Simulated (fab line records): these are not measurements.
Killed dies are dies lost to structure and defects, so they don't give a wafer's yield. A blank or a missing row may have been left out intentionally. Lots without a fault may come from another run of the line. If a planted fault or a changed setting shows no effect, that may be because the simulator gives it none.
fab line records ; flow n5_finfet
record: lots: 8; wafers: 24; last_day: 18
route steps=1938 shown DUMMY_GATE@244 SD_EPI_N@267 BEOL_M4@1111 PASSIVATION@1936
lots that met no fault: taken from a fault-free run of the same line
start_h: hours from the record's first day to the start of the lot's first wafer shown ; wait_h: how many hours have passed since the lot's step before this one ; " identical to the entry in the row above ; L1.1+2: one row covering several wafers at once ; - no value, or no start was given ; * or withheld: withheld ; < > ~ a bound
route shown NAME@n: a module of which the file shows steps, and the number in the route of the first ; usual: the fault-free wafers' mean and standard deviation ; same: alike in all rows ; chamber/n: place in a boat ; sites: the reading at each site ; _std_site: their standard deviation ; _edge_site: the outer-site mean with the inner-site mean subtracted ; radius_mm: for every site, how far away it sits from the centre of the wafer ; mask NAME#n: copy n ; behind: tool/chamber where the wafer was last shaped ; hold: cause of the lot's hold/its duration in hours/its outcome ; device: which transistor (n, p or np) failed to switch ; end of line: the route-end tests of the same wafers ; for a step that has no rows: nothing shown but its recipe ; killed: not the wafer's yield, but the dies lost to structure and defects at the first sort ; map: a wafer's dies, x killed, . not, _ none there
set.NAME: the setting as run; set.NAME@STEP: as run at that earlier step ; model.NAME: the simulator's own value behind a step, which no gauge read
a sample of lots followed through the steps of the route, with each step as a table and each wafer as a row
services: the hour from which a tool's chamber was out of use, counted from the record's first day as start_h (under 0 if before that day), plus the number of hours and why
== steps ==
step: N5_DUMMY_GATE_STRIP_41
recipe: chemistry: O2; power_w: 400; temp_c: 40; pressure_mtorr: 30; rf_frequency_hz: 6e+07; bias_power_w: 0; overash_fraction: 0.3; o2_flow_sccm: 225
usual: chamber_pressure_mTorr: 29.999/0.029; drypump_motor_current_A: 5.8/0.39; oes_product_au: 0.76/0.082; rf_vpp_V: 3.6/0.51; showerhead_plenum_p_Torr: 2.10/0.06; throttle_valve_pct: 16.77/0.25
lot.wafer;tool;chamber;start_h;wait_h;chamber_pressure_mTorr;drypump_motor_current_A;oes_product_au;rf_hours_counter_h;rf_vpp_V;showerhead_plenum_p_Torr;throttle_valve_pct
L763.1;rie_diel-04;2;55.02;0.0;30.021;6.5;0.67;257;4.3;2.07;17.22
L763.2;rie_diel-04;1;55.02;0.0;30.001;5.9;0.72;184;3.8;2.16;16.70
L763.3;rie_diel-04;0;55.02;0.0;29.974;5.6;0.92;13;3.4;2.07;16.63
L765.2;rie_diel-04;0;65.52;0.0;30.076;5.6;0.90;18;3.1;2.06;16.64
L765.3;rie_diel-04;2;65.52;0.0;30.004;6.5;0.66;262;3.0;2.07;17.22
L765.4;rie_diel-04;0;65.52;0.0;30.040;5.6;0.90;-;3.6;2.06;16.65
L771.3;rie_diel-06;0;102.27;0.0;30.055;5.8;0.72;218;3.1;2.16;16.58
L771.5;rie_diel-06;3;102.27;0.0;30.043;5.2;0.78;-;2.6;2.19;16.49
L771.6;rie_diel-06;0;102.27;0.0;29.973;5.7;0.71;-;4.0;2.16;16.57
L772.2;rie_diel-05;2;109.88;0.0;30.001;5.1;0.92;30;3.6;2.13;16.48
L772.5;rie_diel-05;0;109.88;0.0;30.040;6.0;0.74;-;3.9;2.17;17.07
L772.6;rie_diel-05;3;109.88;0.0;30.003;5.6;0.86;-;3.8;2.04;16.38
L775.2;rie_diel-04;0;123.76;0.0;29.928;5.6;0.86;41;3.2;2.06;16.67
L775.4;rie_diel-04;2;123.76;0.0;29.984;6.5;0.65;-;4.4;2.06;17.26
L775.5;rie_diel-04;1;123.76;0.0;30.012;5.8;0.69;-;3.4;2.15;16.75
L777.1;rie_diel-05;1;137.26;0.0;29.997;5.5;0.72;171;3.4;2.01;16.81
L777.5;rie_diel-05;0;137.26;0.0;30.016;5.9;0.73;-;3.4;2.17;17.08
L777.6;rie_diel-05;1;137.26;0.0;30.010;5.5;0.72;-;3.4;2.01;16.79
L784.1;rie_diel-06;3;178.77;0.0;30.013;5.2;0.74;162;4.3;2.18;16.53
L784.5;rie_diel-06;3;178.77;0.0;30.020;5.2;0.75;-;4.3;2.18;16.52
L784.6;rie_diel-06;0;178.77;0.0;30.028;5.7;0.69;-;4.4;2.15;16.63
L785.1;rie_diel-05;0;183.41;0.0;30.026;6.0;0.72;194;3.1;2.16;17.09
L785.3;rie_diel-05;2;183.41;0.0;30.015;5.1;0.87;51;3.7;2.12;16.53
L785.5;rie_diel-05;2;183.41;0.0;29.987;5.1;0.86;-;3.5;2.12;16.52
step: N5_DUMMY_GATE_HM_OPEN_21
recipe: chemistry: CH3F/O2; target: SiNx; target_depth_a: 1200; Ar_flow_sccm: 150; CH3F_flow_sccm: 30; O2_flow_sccm: 23; time_s: 171.4; pressure_mtorr: 30; source_w: 395; bias_w: 73; ion_energy_ev: 120.7
usual: chamber_pressure_mTorr: 30.002/0.027; drypump_motor_current_A: 5.8/0.39; oes_product_au: 0.76/0.083; rf_vpp_V: 301/3.2; showerhead_plenum_p_Torr: 2.03/0.064; throttle_valve_pct: 16.56/0.24
lot.wafer;tool;chamber;start_h;wait_h;chamber_pressure_mTorr;drypump_motor_current_A;oes_product_au;rf_hours_counter_h;rf_vpp_V;showerhead_plenum_p_Torr;throttle_valve_pct
L763.1;rie_diel-04;2;55.06;0.0;29.962;6.5;0.66;257;299;1.98;16.94
L763.2;rie_diel-04;1;55.06;0.0;29.997;5.9;0.71;184;304;2.10;16.59
L763.3;rie_diel-04;0;55.06;0.0;29.986;5.6;0.93;13;302;1.98;16.38
L765.2;rie_diel-04;0;65.56;0.0;29.956;5.6;0.90;18;301;1.98;16.39
L765.3;rie_diel-04;2;65.56;0.0;30.016;6.5;0.66;262;298;1.98;16.95
L765.4;rie_diel-04;0;65.56;0.0;30.020;5.6;0.89;-;301;1.98;16.39
L771.3;rie_diel-06;0;102.31;0.0;29.957;5.8;0.72;218;302;2.08;16.40
L771.5;rie_diel-06;3;102.31;0.0;30.010;5.2;0.77;-;304;2.11;16.28
L771.6;rie_diel-06;0;102.31;0.0;30.012;5.8;0.72;-;302;2.08;16.38
L772.2;rie_diel-05;2;109.92;0.0;30.019;5.1;0.90;30;298;2.06;16.32
L772.5;rie_diel-05;0;109.92;0.0;29.991;6.0;0.73;-;299;2.09;16.85
L772.6;rie_diel-05;3;109.92;0.0;29.959;5.6;0.86;-;298;1.96;16.13
L775.2;rie_diel-04;0;123.80;0.0;30.033;5.6;0.87;41;302;1.97;16.45
L775.4;rie_diel-04;2;123.80;0.0;29.943;6.6;0.64;-;298;1.97;17.01
L775.5;rie_diel-04;1;123.80;0.0;30.033;5.9;0.69;-;305;2.09;16.65
L777.1;rie_diel-05;1;137.30;0.0;29.975;5.5;0.73;171;302;1.93;16.57
L777.5;rie_diel-05;0;137.30;0.0;29.970;6.0;0.72;-;300;2.09;16.88
L777.6;rie_diel-05;1;137.30;0.0;30.002;5.5;0.72;-;302;1.93;16.58
L784.1;rie_diel-06;3;178.81;0.0;30.042;5.2;0.75;162;304;2.10;16.34
L784.5;rie_diel-06;3;178.81;0.0;30.004;5.2;0.75;-;303;2.10;16.33
L784.6;rie_diel-06;0;178.81;0.0;30.022;5.7;0.70;-;302;2.07;16.44
L785.1;rie_diel-05;0;183.45;0.0;30.040;6.0;0.71;194;301;2.09;16.89
L785.3;rie_diel-05;2;183.45;0.0;30.030;5.1;0.86;52;298;2.05;16.37
L785.5;rie_diel-05;2;183.45;0.0;29.961;5.1;0.87;-;297;2.05;16.33
step: N5_SD_EPI_N_EXPOSE_06
recipe: mask_id: SD_N_BLK; na: 1.35; source_shape: conventional; sigma_outer: 0.8; polarization: unpolarized; target_cd_nm: 120; dose_mj: 39.75
usual: exposure_dose_mJ_cm2: 39.74/0.04; focus_offset_nm: 0.0/0.44
same: na: 1.35; sigma_outer: 0.8
lot.wafer;tool;chamber;start_h;wait_h;mask;exposure_dose_mJ_cm2;focus_offset_nm
L763.1;arfi_scanner-02;0;56.47;-;SD_N_BLK#0;39.77;0.0
L763.2;arfi_scanner-02;0;56.47;-;SD_N_BLK#0;39.78;-0.1
L763.3;arfi_scanner-02;0;56.47;-;SD_N_BLK#0;39.72;0.0
L765.2;arfi_scanner-01;0;67.08;-;SD_N_BLK#0;39.72;0.4
L765.3;arfi_scanner-01;0;67.08;-;SD_N_BLK#0;39.76;-0.2
L765.4;arfi_scanner-01;0;67.08;-;SD_N_BLK#0;39.68;0.2
L771.3;arfi_scanner-03;0;103.92;-;SD_N_BLK#0;42.58;0.0
L771.5;arfi_scanner-03;0;103.92;-;SD_N_BLK#0;42.62;-0.9
L771.6;arfi_scanner-03;0;103.92;-;SD_N_BLK#0;42.55;-0.3
L772.2;arfi_scanner-03;0;112.41;-;SD_N_BLK#0;41.94;-0.1
L772.5;arfi_scanner-03;0;112.41;-;SD_N_BLK#0;41.99;-0.4
L772.6;arfi_scanner-03;0;112.41;-;SD_N_BLK#0;41.98;0.1
L775.2;arfi_scanner-02;0;125.34;-;SD_N_BLK#0;39.77;0.6
L775.4;arfi_scanner-02;0;125.34;-;SD_N_BLK#0;39.77;0.5
L775.5;arfi_scanner-02;0;125.34;-;SD_N_BLK#0;39.77;-0.4
L777.1;arfi_scanner-01;0;138.86;-;SD_N_BLK#0;39.73;0.2
L777.5;arfi_scanner-01;0;138.86;-;SD_N_BLK#0;39.75;0.1
L777.6;arfi_scanner-01;0;138.86;-;SD_N_BLK#0;39.81;-0.2
L784.1;arfi_scanner-01;0;182.47;-;SD_N_BLK#0;39.64;-0.4
L784.5;arfi_scanner-01;0;182.47;-;SD_N_BLK#0;39.69;-0.4
L784.6;arfi_scanner-01;0;182.47;-;SD_N_BLK#0;39.72;-0.9
L785.1;arfi_scanner-02;0;185.37;-;SD_N_BLK#0;39.82;0.8
L785.3;arfi_scanner-02;0;185.37;-;SD_N_BLK#0;39.87;0.6
L785.5;arfi_scanner-02;0;185.37;-;SD_N_BLK#0;39.80;0.5
step: N5_SD_EPI_N_CD_MEAS_09
recipe: target_cd_nm: 120; landing_energy_ev: 500; detector: se_inlens
usual: cd_nm: 120.1/0.61
lot.wafer;tool;chamber;start_h;wait_h;cd_nm
L763.1;cd_sem-01;0;56.60;-;121.0
L763.2;cd_sem-01;0;56.60;-;119.5
L763.3;cd_sem-01;0;56.60;-;120.1
L765.2;cd_sem-03;0;67.20;-;119.1
L765.3;cd_sem-03;0;67.20;-;119.3
L765.4;cd_sem-03;0;67.20;-;118.6
L771.3;cd_sem-02;0;104.04;-;124.7
L771.5;cd_sem-02;0;104.04;-;124.4
L771.6;cd_sem-02;0;104.04;-;124.5
L772.2;cd_sem-01;0;112.53;-;123.5
L772.5;cd_sem-01;0;112.53;-;123.2
L772.6;cd_sem-01;0;112.53;-;122.9
L775.2;cd_sem-03;0;125.46;-;120.3
L775.4;cd_sem-03;0;125.46;-;120.6
L775.5;cd_sem-03;0;125.46;-;120.6
L777.1;cd_sem-03;0;138.99;-;120.8
L777.5;cd_sem-03;0;138.99;-;120.9
L777.6;cd_sem-03;0;138.99;-;120.5
L784.1;cd_sem-02;0;182.59;-;119.5
L784.5;cd_sem-02;0;182.59;-;120.1
L784.6;cd_sem-02;0;182.59;-;120.2
L785.1;cd_sem-03;0;185.49;-;119.7
L785.3;cd_sem-03;0;185.49;-;119.1
L785.5;cd_sem-03;0;185.49;-;119.9
step: N5_SD_EPI_N_ETCH_16
recipe: chemistry: CHF3/O2; target: SiO2; target_depth_a: 50; mask_material: SOC; pressure_mtorr: 30; source_w: 650; bias_w: 170; Ar_flow_sccm: 200; CHF3_flow_sccm: 50; O2_flow_sccm: 5; ion_energy_ev: 200
usual: chamber_pressure_mTorr: 29.999/0.026; drypump_motor_current_A: 5.9/0.44; oes_product_au: 0.77/0.082; rf_vpp_V: 522/5.4; showerhead_plenum_p_Torr: 2.41/0.076; throttle_valve_pct: 18.79/0.23
lot.wafer;tool;chamber;start_h;wait_h;chamber_pressure_mTorr;drypump_motor_current_A;oes_product_au;rf_hours_counter_h;rf_vpp_V;showerhead_plenum_p_Torr;throttle_valve_pct
L763.1;rie_diel-03;3;57.30;0.1;29.965;6.3;0.72;204;520;2.40;19.19
L763.2;rie_diel-03;1;57.30;0.1;30.003;5.8;0.75;163;523;2.50;18.77
L763.3;rie_diel-03;0;57.30;0.1;30.022;6.3;0.71;220;527;2.38;18.69
L765.2;rie_diel-03;1;68.01;0.1;29.984;5.8;0.75;167;523;2.50;18.78
L765.3;rie_diel-03;0;68.01;0.1;30.018;6.3;0.70;224;527;2.38;18.72
L765.4;rie_diel-03;3;68.01;0.1;30.040;6.3;0.72;208;520;2.40;19.20
L771.3;rie_diel-03;0;104.90;0.1;30.015;6.3;0.70;232;528;2.37;18.73
L771.5;rie_diel-03;2;104.90;0.1;29.999;6.4;0.74;-;530;2.30;18.77
L771.6;rie_diel-03;3;104.90;0.1;29.994;6.3;0.71;-;519;2.40;19.22
L772.2;rie_diel-02;0;113.62;0.1;30.074;5.5;0.82;84;522;2.44;18.48
L772.5;rie_diel-02;3;113.62;0.1;29.975;5.8;0.83;-;528;2.45;18.90
L772.6;rie_diel-02;1;113.62;0.1;30.015;4.8;0.71;-;523;2.30;18.79
L775.2;rie_diel-03;2;126.16;0.1;29.987;6.4;0.74;175;532;2.30;18.79
L775.4;rie_diel-03;3;126.16;0.1;29.968;6.3;0.72;223;519;2.39;19.22
L775.5;rie_diel-03;2;126.16;0.1;29.982;6.4;0.74;-;529;2.30;18.80
L777.1;rie_diel-03;0;139.69;0.1;29.966;6.3;0.68;243;525;2.37;18.74
L777.5;rie_diel-03;2;139.69;0.1;30.007;6.4;0.73;-;530;2.30;18.80
L777.6;rie_diel-03;1;139.69;0.1;29.945;5.8;0.72;-;523;2.49;18.82
L784.1;rie_diel-02;3;183.34;0.1;29.989;5.8;0.79;94;528;2.44;18.94
L784.5;rie_diel-02;2;183.34;0.1;30.004;5.6;0.94;-;518;2.46;19.05
L784.6;rie_diel-02;1;183.34;0.1;30.000;4.8;0.69;-;521;2.29;18.83
L785.1;rie_diel-03;3;186.20;0.1;30.039;6.3;0.69;246;519;2.38;19.25
L785.3;rie_diel-03;2;186.20;0.1;29.992;6.4;0.71;199;531;2.29;18.85
L785.5;rie_diel-03;3;186.20;0.1;30.000;6.3;0.70;-;517;2.38;19.26
step: N5_BEOL_M4_RC_MEAS_101
usual: DIBL_N: 36.4/1.2; DIBL_P: 36.1/1.6; IOFF_N: 0.156/0.024; IOFF_P: 0.21/0.031; ION_N: 674/11; ION_P: 463/6.9; SS_N: 71.5/0.5; SS_P: 73.2/0.55; VT_N: 250.0/2.9; VT_P: -250/3.6
lot.wafer;tool;chamber;start_h;wait_h;DIBL_N[mV/V];DIBL_P[mV/V];IOFF_N[nA/um];IOFF_P[nA/um];ION_N[uA/um];ION_P[uA/um];SS_N[mV/dec];SS_P[mV/dec];VT_N[mV];VT_P[mV]
L763.1;prober-01;0;167.87;0.0;36.0;35.3;0.151;0.23;682;472;71.9;73.1;250.8;-246
L763.2;prober-01;0;167.87;0.0;35.7;35.0;0.147;0.22;677;471;72.0;72.9;251.0;-246
L763.3;prober-01;0;167.87;0.0;36.9;35.9;0.168;0.24;679;469;71.3;72.6;247.8;-245
L765.2;prober-02;0;174.43;0.2;35.5;36.6;0.160;0.20;675;456;71.5;73.7;248.2;-252
L765.3;prober-02;0;174.43;0.2;35.4;36.2;0.146;0.18;661;450;71.3;73.5;250.2;-257
L765.4;prober-02;0;174.43;0.2;37.9;39.3;0.207;0.24;679;463;71.7;75.0;244.5;-249
L771.3;prober-02;0;222.35;0.3;39.1;38.8;0.219;0.26;698;476;72.2;73.5;243.5;-246
L771.5;prober-02;0;222.35;0.3;37.1;35.5;0.158;0.21;676;466;71.5;73.5;249.8;-249
L771.6;prober-02;0;222.35;0.3;38.8;38.1;0.207;0.25;698;471;71.7;73.9;244.3;-246
L772.2;prober-02;0;226.14;0.3;36.3;35.8;0.159;0.21;687;467;71.9;73.7;249.2;-251
L772.5;prober-02;0;226.14;0.3;36.3;35.8;0.161;0.21;685;472;71.1;74.1;248.0;-251
L772.6;prober-02;0;226.14;0.3;36.1;35.7;0.152;0.21;668;458;70.8;73.5;249.3;-250
L775.2;prober-01;0;242.19;0.2;37.0;35.7;0.143;0.17;665;455;72.0;73.3;250.7;-259
L775.4;prober-01;0;242.19;0.2;37.7;36.9;0.156;0.18;684;458;72.1;73.2;249.1;-258
L775.5;prober-01;0;242.19;0.2;36.5;35.4;0.135;0.16;667;454;71.4;73.1;252.3;-259
L777.1;prober-02;0;252.63;0.0;37.7;36.7;0.170;0.20;672;455;71.7;74.1;250.4;-252
L777.5;prober-02;0;252.63;0.0;35.5;34.2;0.130;0.16;667;460;70.6;73.1;253.5;-256
L777.6;prober-02;0;252.63;0.0;35.6;34.6;0.140;0.17;671;460;71.4;73.3;252.1;-254
L784.1;prober-02;0;314.63;0.0;37.1;37.7;0.179;0.23;668;464;71.8;74.1;247.6;-249
L784.5;prober-02;0;314.63;0.0;36.2;36.1;0.154;0.20;657;455;71.2;73.4;252.0;-253
L784.6;prober-02;0;314.63;0.0;36.1;36.2;0.154;0.20;670;460;71.6;73.5;250.1;-253
L785.1;prober-01;0;314.74;0.0;35.8;35.8;0.156;0.19;678;464;71.4;73.8;248.1;-253
L785.3;prober-01;0;314.74;0.0;35.0;34.4;0.141;0.17;674;452;72.0;73.3;251.6;-255
L785.5;prober-01;0;314.74;0.0;35.1;34.8;0.140;0.17;681;464;71.5;72.8;248.5;-254
step: N5_PASSIVATION_PROBE_49
usual: defect_limited_yield: 91.4/1.5; killed_at_M0_to_M3: 31/11; killed_at_M4_up: 13/5.5; killed_at_contacts: 13/6.3; killed_at_front_end: 40/13; killed_at_other: 3.3/2.6; killed_dies: 101/18; killed_open: 67/13; killed_short: 33/7.9; sort_bin_5_function: 5.1/1; sort_bin_6_memory: 3.2/0.68; sort_n_pass: 1079/18; sort_yield_pct: 91.4/1.5
same: gross_dies: 1180; killed_at_back_side: 0; sort_bin_4_leakage[%]: 0; sort_bin_8_speed[%]: 0
lot.wafer;tool;chamber;start_h;wait_h;defect_limited_yield[%];killed_at_M0_to_M3;killed_at_M4_up;killed_at_contacts;killed_at_front_end;killed_at_other;killed_dies;killed_open;killed_short;sort_bin_5_function[%];sort_bin_6_memory[%];sort_n_pass;sort_yield_pct[%]
L777.1;prober-01;-;354.22;0.0;89.7;55;12;12;40;3;122;76;46;6.2;3.6;1058;89.7
L777.5;prober-01;-;354.42;0.2;91.1;23;13;16;46;7;105;70;35;5.2;3.2;1075;91.1
L777.6;prober-01;-;354.47;0.3;90.6;36;23;11;34;7;111;74;34;5.8;3.2;1069;90.6
killed by level:class
L777.1 BEOL_M0_SAQP:geometric_particle:short=18 BEOL_M0_SAQP:geometric_particle:open=16 DUMMY_GATE:geometric_particle:open=9 FIN_SAQP:geometric_particle:short=8 MOL_CONTACT_COAG:geometric_particle:open=8 BEOL_M2:geometric_particle:open=8 BEOL_M3:geometric_particle:open=6 FIN_SAQP:geometric_particle:open=5
L777.5 STI_FIN_REVEAL:geometric_particle:open=14 MOL_CONTACT_COAG:geometric_particle:open=12 FIN_SAQP:geometric_particle:short=11 BEOL_M3:geometric_particle:open=8 DUMMY_GATE:geometric_particle:open=5 BEOL_M4:geometric_particle:open=5 MOL_CONTACT_COAG:geometric_particle:short=4 BEOL_M0_SAQP:geometric_particle:short=4
L777.6 FIN_SAQP:geometric_particle:short=12 MOL_CONTACT_COAG:geometric_particle:open=10 BEOL_M2:geometric_particle:open=9 BEOL_M0_SAQP:geometric_particle:open=6 BEOL_M0:geometric_particle:open=6 BEOL_M3:geometric_particle:short=5 BEOL_M4:geometric_particle:open=5 FIN_SAQP:geometric_particle:open=4
== services ==
tool;chamber;start_h;hours;kind
rie_diel-03;0;37.52;13.5;repair
arfi_scanner-01;-;47.98;0.8;pm
rie_diel-06;-;58.10;2.8;pm
arfi_scanner-01;-;58.38;2.2;repair
arfi_scanner-02;-;59.81;0.8;repair
arfi_scanner-01;-;65.78;1.0;repair
rie_diel-03;-;72.00;15.6;pm
arfi_scanner-01;-;74.31;1.0;pm
rie_diel-06;3;81.36;10.5;repair
rie_diel-04;0;85.45;2.4;repair
arfi_scanner-01;-;87.90;0.7;repair
arfi_scanner-01;-;103.01;3.9;pm
rie_diel-05;0;105.22;2.4;repair
arfi_scanner-02;-;114.21;1.0;pm
arfi_scanner-01;-;115.74;1.3;pm
arfi_scanner-02;-;121.88;0.8;pm
arfi_scanner-01;-;127.09;0.6;repair
arfi_scanner-02;-;137.52;1.8;repair
arfi_scanner-01;-;141.82;3.1;pm
arfi_scanner-02;-;146.36;1.3;pm
rie_diel-05;0;149.24;2.4;repair
rie_diel-04;0;150.26;5.2;repair
rie_diel-03;0;165.62;14.4;repair
rie_diel-06;1;175.19;8.7;repair
== key ==
first_sign: step: N5_SD_EPI_N_EXPOSE_06; reading: exposure_dose_mJ_cm2; direction: up; sigmas: 63; usual: 39.74; struck: 42.28
effect: step: N5_SD_EPI_N_CD_MEAS_09; reading: cd_nm; direction: up; sigmas: 6.3; usual: 120.1; struck: 123.9; through: control_loop
met_at N5_SD_EPI_N_EXPOSE_06
struck_lots L771,L772
loop_trim: step: N5_SD_EPI_N_EXPOSE_06; setting: dose; lots: L772
not_acting_at N5_DUMMY_GATE_STRIP_41,N5_DUMMY_GATE_HM_OPEN_21,N5_SD_EPI_N_ETCH_16
fault: kind: process_parameter_drift; tool: arfi_scanner-03; chamber: -; onset_h: 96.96; steps: N5_SD_EPI_N_EXPOSE_06; channel: dose_mj; offset: 2.7939; shape: step; acts_in: these_recipes_only; stated: 39.75
loop_trim: a control loop set the setting to another value than it would have without faults
